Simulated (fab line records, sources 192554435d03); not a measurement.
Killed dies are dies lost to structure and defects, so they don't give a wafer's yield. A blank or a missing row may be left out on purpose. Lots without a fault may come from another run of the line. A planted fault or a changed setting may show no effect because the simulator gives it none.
Chamber matching | flow n5_finfet | N5_GATE_CUT_CMP_23 on cmp-02: 4 sister chambers
The step polishes, stops on SiO2, t overpolish 23.4 s, target thk 16 nm. 4 wafers are shown with their chamber, then 8 later ones without.

WAFERS WITH THEIR CHAMBER
wafer  | chamber | motor_current_A (A)
L085.3 | 1       | 9.5
L085.4 | 3       | 10.0
L085.5 | 0       | 10.5
L090.1 | 2       | 8.7

WAFERS WITHOUT THEIR CHAMBER
wafer  | motor_current_A (A)
L090.4 | 10.0
L090.5 | 10.5
L092.1 | 9.9
L092.2 | 9.7
L092.5 | 9.2
L093.3 | 9.9
L093.4 | 9.1
L093.6 | 9.3

WHICH CHAMBER EACH WENT THROUGH
wafer  | from the rows above     | in truth
L090.4 | 3                       | 3
L090.5 | 0                       | 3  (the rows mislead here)
L092.1 | can't be placed: 3 or 1 | 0
L092.2 | can't be placed: 1 or 3 | 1
L092.5 | can't be placed: 1 or 2 | 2
L093.3 | can't be placed: 3 or 1 | 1
L093.4 | can't be placed: 1 or 2 | 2
L093.6 | can't be placed: 1 or 2 | 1
Placed correctly: 1 of 8. Can't be placed from these rows: 6 (the true chamber is among the candidates in 5). Placed wrongly: 1.
How it was worked out, from the rows above alone: a wafer's distance from a chamber is the root of the sum, over the readings, of the square of ((its reading less the chamber's mean) divided by the reading's scatter). The wafer belongs to the nearest chamber; if the next one is less than 2 further off, it can't be placed. A chamber's mean is the mean of its shown wafers. The scatter: with one shown wafer a chamber, the root of the mean of the squares of how far each hidden wafer lies from its nearest shown one.
